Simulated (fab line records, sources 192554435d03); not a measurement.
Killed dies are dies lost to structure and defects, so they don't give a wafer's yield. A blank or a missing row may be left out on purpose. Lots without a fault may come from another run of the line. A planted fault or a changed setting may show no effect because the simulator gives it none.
A struck lot beside a sound one | flow n5_finfet | 14 steps out of a route of 1938
Sound: wafers L486.1, L486.3, L486.4. Struck: wafers L472.1, L472.3, L472.6. The cause comes at the end.
At each step with rows: each side's tool, then ch and its chambers, then its first start. Under that, the readings that differ: sound wafers | struck wafers | difference of the means | sigmas: that difference in standard deviations of wafers without a fault.
alike: readings whose means differ by less than 2 such deviations, and words and numbers that are the same on both sides. not compared: withheld readings, readings that some wafer has no value for, bounds like >300 that may hide the same value, and numbers for which the record gives no deviation and whose values overlap.
The two part at a step that has a row with sigmas, a row that says differs or no value, or rows on one side only. Numbers that don't overlap but have no deviation are shown without sigmas and don't part them. A reading that every wafer of one side lacks parts them only if that side has two wafers or more.

first, 1 step without rows for these wafers: N5_DUMMY_GATE_UV_OZONE_45 (time 120 s).
N5_DUMMY_GATE_INSPECT_27: inspects for defects (brightfield).
  sound on defect_inspect-02, day 7 21:05; struck on defect_inspect-02, day 4 12:22
  alike: raw_defect_count
N5_SPACER0_ALD_07: deposits SiNx, target thk 2 nm.
  sound on ald_sin-02 ch 1,2,3, day 7 21:10; struck on ald_sin-02 ch 2,3, day 4 14:16
  alike: heater_power_w
N5_SPACER0_ALD_00: deposits SiOCN, target thk 3.5 nm, pulse time 3 s, purge time 2 s.
  sound on ald_sin-02 ch 1,2,3, day 7 21:19; struck on ald_sin-02 ch 2,3, day 4 14:25
  alike: heater_power_w, precursor_pulse_height_rel
N5_SPACER0_ALD_08: deposits SiNx, target thk 2 nm.
  sound on ald_sin-02 ch 1,2,3, day 7 21:35; struck on ald_sin-02 ch 2,3, day 4 14:41
  alike: heater_power_w
N5_SPACER0_INSPECT_04: inspects for defects (darkfield).
  sound on defect_inspect-02, day 7 21:44; struck on defect_inspect-01, day 4 14:50
  alike: raw_defect_count
then, 6 steps without rows for these wafers: N5_SD_EPI_N_COAT_32 (time 60 s, resist thk 350 nm); N5_SD_EPI_N_COAT_33 (time 60 s, resist thk 35 nm); N5_SD_EPI_N_COAT_03 (resist thk 150 nm); N5_SD_EPI_N_EBR_05; N5_SD_EPI_N_SOFTBAKE_04 (time 60 s); N5_SD_EPI_N_EXPOSE_06 (exposes mask SD N BLK, target cd 120 nm).
N5_SD_EPI_N_PEB_07: peb time 60 s.
  sound on litho_track-04 ch 0, day 7 22:04; struck on litho_track-03, day 4 15:10
  no value came back on the struck wafers for chill_plate_temp_C (C), exhaust_pa (Pa), plate_temp_C (C); on the sound wafers chill_plate_temp_C (C) reads 22.95 22.97 23.04
then, 1 step without rows for these wafers: N5_SD_EPI_N_DEVELOP_08 (develop time 30 s).

WHERE THEY PART
Only at N5_SD_EPI_N_PEB_07, within this record.

WHY: what the simulator had put in
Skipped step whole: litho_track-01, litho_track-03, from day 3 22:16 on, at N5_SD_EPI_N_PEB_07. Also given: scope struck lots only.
